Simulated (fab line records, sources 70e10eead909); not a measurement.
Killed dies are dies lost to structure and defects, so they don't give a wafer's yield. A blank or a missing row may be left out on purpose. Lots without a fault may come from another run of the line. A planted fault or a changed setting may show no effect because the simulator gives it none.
Chamber matching | flow nand_harc | NHARC_A_CONTACT_ETCH_106 on rie_diel-07: 4 sister chambers
The step etches the open film in CF4/O2, target depth 60 nm, overetch 6 nm, time 33 s. 14 wafers are shown with their chamber, then 7 later ones without.

WAFERS WITH THEIR CHAMBER
wafer  | chamber | showerhead_plenum_p_Torr (Torr) | drypump_motor_current_A (A) | rf_vpp_V (V)
L484.1 | 2       | 1.37                            | 5.0                         | 198.5
L484.4 | 0       | 1.37                            | 5.3                         | 198.2
L484.5 | 3       | 1.29                            | 5.1                         | 195.0
L489.2 | 0       | 1.37                            | 5.3                         | 199.2
L489.3 | 1       | 1.39                            | 5.0                         | 199.3
L489.5 | 2       | 1.37                            | 4.9                         | 196.8
L490.1 | 3       | 1.29                            | 5.1                         | 196.6
L490.2 | 0       | 1.37                            | 5.3                         | 197.7
L490.3 | 1       | 1.39                            | 5.0                         | 199.1
L492.2 | 0       | 1.37                            | 5.3                         | 198.7
L492.3 | 2       | 1.37                            | 5.0                         | 198.8
L492.6 | 2       | 1.37                            | 5.0                         | 200.2
L500.1 | 3       | 1.29                            | 5.1                         | 196.4
L500.3 | 2       | 1.36                            | 4.9                         | 197.2

SIGNATURES (means of the wafers above)
reading                  | chamber 0 | chamber 1 | chamber 2 | chamber 3 | scatter within a chamber
showerhead_plenum_p_Torr | 1.3700    | 1.3900    | 1.3680    | 1.2900    | 0.00283
drypump_motor_current_A  | 5.300     | 5.000     | 4.960     | 5.100     | 0.0346
rf_vpp_V                 | 198.450   | 199.200   | 198.300   | 196.000   | 1.01
Rule: a wafer's distance from a chamber is the root of the sum, over the readings, of the square of ((its reading less the chamber's mean) divided by the reading's scatter). The wafer belongs to the nearest chamber; if the next one is less than 2 further off, it can't be placed. The scatter: the root of (the sum of the squares of (reading less its chamber's mean) over the shown wafers, divided by (wafers less chambers)).

WAFERS WITHOUT THEIR CHAMBER
wafer  | showerhead_plenum_p_Torr (Torr) | drypump_motor_current_A (A) | rf_vpp_V (V)
L500.6 | 1.36                            | 4.9                         | 197.9
L503.2 | 1.39                            | 5.0                         | 198.3
L503.3 | 1.36                            | 5.0                         | 198.6
L503.4 | 1.29                            | 5.1                         | 196.2
L506.3 | 1.29                            | 5.0                         | 195.7
L506.4 | 1.37                            | 5.3                         | 197.7
L506.5 | 1.37                            | 5.3                         | 199.5

WHICH CHAMBER EACH WENT THROUGH
wafer  | from the rows above | in truth
L500.6 | 2                   | 2
L503.2 | 1                   | 1
L503.3 | 2                   | 2
L503.4 | 3                   | 3
L506.3 | 3                   | 3
L506.4 | 0                   | 0
L506.5 | 0                   | 0
Placed correctly: 7 of 7. Can't be placed from these rows: 0. Placed wrongly: 0.
